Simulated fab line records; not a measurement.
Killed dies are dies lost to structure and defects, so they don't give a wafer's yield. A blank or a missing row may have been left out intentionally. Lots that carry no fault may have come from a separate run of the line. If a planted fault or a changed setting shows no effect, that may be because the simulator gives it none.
Lot-split experiment | flow n5 finfet | route with 1938 steps; 7 lots, 21 wafers read

== THE SPLIT ITSELF ==
At N5_BEOL_M3_ILD_DEP_00 (deposits SiOC from DEMS/O2, target thk 79 nm, time 15.3 s), the setting time s was moved away from the recipe's 15.3 s on 8 of the 21 wafers read, by -14.7% to +8.7%. The other wafers ran this setting at the recipe's value.

There is no step in the file separating the split from the reading.

== THE READING ==
M3_ILD_THK at N5_BEOL_M3_THK_MEAS_01, in nm. Fault-free wafers of this fab line usually give 79.2 nm, standard deviation 1.1 nm.

wafer  | tool, chamber at the split | time s as run, s | against the recipe | M3_ILD_THK, nm | against lot-mates on the recipe
L074.2 | pecvd-01, 2                | 15.3             | recipe             | 76.8           | -
L074.3 | pecvd-01, 1                | 15.3             | recipe             | 78.1           | -
L074.4 | pecvd-01, 2                | 15.3             | recipe             | 78.5           | -
L077.3 | pecvd-02, 0                | 13.05            | -14.7%             | 67.1           | no lot-mate on the recipe
L077.4 | pecvd-02, 1                | 13.05            | -14.7%             | 68.2           | no lot-mate on the recipe
L077.6 | pecvd-02, 2                | 13.05            | -14.7%             | 67.5           | no lot-mate on the recipe
L080.1 | pecvd-03, 0                | 15.3             | recipe             | 81.2           | -
L080.3 | pecvd-03, 2                | 16.63            | +8.7%              | 86.8           | +5.5
L080.5 | pecvd-03, 0                | 15.3             | recipe             | 81.5           | -
L082.1 | pecvd-02, 2                | 16.2             | +5.9%              | 83.0           | +4.6
L082.2 | pecvd-02, 0                | 15.3             | recipe             | 78.6           | -
L082.3 | pecvd-02, 1                | 15.3             | recipe             | 78.2           | -
L087.2 | pecvd-02, 0                | 14.06            | -8.1%              | 71.3           | -7.4
L087.5 | pecvd-02, 0                | 15.3             | recipe             | 78.7           | -
L087.6 | pecvd-02, 1                | 14.06            | -8.1%              | 73.0           | -5.7
L095.2 | pecvd-01, 2                | 15.3             | recipe             | 78.1           | -
L095.4 | pecvd-01, 1                | 15.3             | recipe             | 79.2           | -
L095.5 | pecvd-01, 2                | 14.52            | -5.1%              | 75.0           | -3.7
L096.2 | pecvd-02, 0                | 15.3             | recipe             | 78.9           | -
L096.4 | pecvd-02, 0                | 15.3             | recipe             | 80.3           | -
L096.6 | pecvd-02, 2                | 15.3             | recipe             | 81.0           | -

FIT RESULTS
A straight line over all 21 wafers: M3_ILD_THK changes by +0.799 nm for each +1% of time s; r = +0.97; the points scatter about the line by 1.2 nm.
The same after taking each lot's own level away (the mean of its wafers on the recipe; 18 wafers): +0.742 nm for each +1%; r = +0.98; scatter 0.69 nm.
On that fit, the largest move of time s shifts the reading by 11 nm.
The lots' own levels span 77.80 to 81.35 nm, that is 3.2 times the standard deviation above.
The two slopes agree, so the slope changes little with the lot-to-lot level.
Check: with one of the wafers moved furthest among these (+8.7%) left out of the fit, the line predicts +6.88 nm for it against its lot-mates. Against them it came out at +5.45 nm.

== OTHER SPLITS ON THESE WAFERS ==
Other splits were also applied to these wafers ahead of the reading. Each is held against what the fit with the lots' levels taken away leaves over:
other split on the same wafers | wafers away from the commonest value | r with M3_ILD_THK (lot level and that fit taken away)
N5_BEOL_M0_ETCH_138 source w   | 6                                    | -0.10
N5_BEOL_M0_ETCH_128 source w   | 7                                    | +0.25
N5_BEOL_M1_COAT_68 spin rpm    | 10                                   | -0.01
N5_BEOL_M1_ETCH_77 source w    | 7                                    | -0.17

== THE WHOLE CHAIN: every reading that the file lists as answering this split, in the file's order ==
step                   | what it does                                              | reading                                                                            | change (the file's fit)               | r (the file's)
N5_BEOL_M3_ILD_DEP_00  | deposits SiOC from DEMS/O2, target thk 79 nm, time 15.3 s | SiOC_of_BEOL_M3_ILD_DEP_00.thk nm (the simulator's own value, which no gauge read) | +0.718 nm for each +1% of the setting | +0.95
N5_BEOL_M3_THK_MEAS_01 |                                                           | M3_ILD_THK                                                                         | +0.722 for each +1% of the setting    | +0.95

== THE FILE'S OWN FIT ==
M3_ILD_THK changes by +0.722 nm for each +1% of time s, r = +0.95.
